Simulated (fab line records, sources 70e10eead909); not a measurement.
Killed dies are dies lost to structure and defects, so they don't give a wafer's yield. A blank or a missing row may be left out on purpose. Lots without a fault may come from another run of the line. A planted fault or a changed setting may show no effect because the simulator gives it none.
One fault seen from 3 desks | flow nand_harc | each desk has only its own numbers; what lay behind them comes last

THE TOOL OWNER'S DESK: rie_diel-07
The tool's own readings at NHARC_P_M2_ETCH_15 (etches the open film in C4F8/Ar, target depth 182.5 nm, time 91.2 s): means of the sampled wafers that have a number, for each lot that ran on this tool. A lot is out of limits, marked OUT, if its mean lies more than 4 standard deviations from the usual mean; the brackets give that distance.
Columns: A = oes_product_au at NHARC_P_M2_ETCH_15, usual 0.942 a.u.; B = rf_vpp_V at NHARC_P_M2_ETCH_15, usual 441.7 V
lot  | first seen here | A     | B
L482 | day 6 09:10     | 0.954 | 439.5
L489 | day 9 10:37     | 0.914 | 438.1
L494 | day 11 07:28    | 0.911 | 439.0
L500 | day 14 07:17    | 0.899 | 438.2
This desk's finding: nothing out of limits on any of the 4 lots.

THE METROLOGY DESK
What the gauges read, lot by lot, whatever tool the lot ran on: means of the sampled wafers that have a number. A lot is out of limits, marked OUT, if its mean lies more than 4 standard deviations from the usual mean; the brackets give that distance.
Columns: A = overlay_x_nm at NHARC_P_M2_OVL_MEAS_10, usual 0.0 nm; B = overlay_y_nm at NHARC_P_M2_OVL_MEAS_10, usual -0.2 nm
lot  | first seen here | A    | B
L482 | day 6 08:53     | -0.1 | -0.5
L483 | day 6 19:50     | -0.2 | -0.9
L484 | day 7 04:46     | -0.5 | 0.8
L485 | day 7 21:04     | -0.3 | 0.0
L487 | day 8 08:12     | 0.1  | 0.5
L489 | day 9 10:20     | 0.4  | -1.7
L490 | day 9 18:44     | -0.4 | 0.6
L492 | day 10 14:33    | -1.5 | -0.4
L494 | day 11 07:11    | 0.5  | -1.3
L495 | day 11 14:27    | -1.0 | -0.0
L497 | day 12 16:38    | 0.5  | -1.1
L501 | day 14 06:23    | 0.6  | -0.2
L500 | day 14 06:59    | 0.4  | 0.9
This desk's finding: nothing out of limits on any of the 13 lots.

THE DEFECT DESK
What the inspections along the route counted, lot by lot: means of the sampled wafers that have a number. A lot is out of limits, marked OUT, if its mean lies more than 4 standard deviations from the usual mean; the brackets give that distance.
Columns: A = raw_defect_count at NHARC_P_M1_INSPECT_27, usual 285
lot  | first seen here | A
L482 | day 6 07:25     | 235
L483 | day 6 18:21     | 208
L484 | day 7 03:17     | 188
L485 | day 7 19:35     | 177
L487 | day 8 06:43     | 354
L489 | day 9 08:51     | 224
L490 | day 9 17:16     | 345
L492 | day 10 13:04    | 359
L494 | day 11 05:50    | 235
L495 | day 11 13:05    | 213
L497 | day 12 15:08    | 218
L501 | day 14 04:55    | 287
L500 | day 14 05:25    | 246
This desk's finding: nothing out of limits on any of the 13 lots.

PUT TOGETHER
The tool owner's desk saw nothing out of limits.
The metrology desk saw nothing out of limits.
The defect desk saw nothing out of limits.

WHAT THE SIMULATOR HAD PUT IN
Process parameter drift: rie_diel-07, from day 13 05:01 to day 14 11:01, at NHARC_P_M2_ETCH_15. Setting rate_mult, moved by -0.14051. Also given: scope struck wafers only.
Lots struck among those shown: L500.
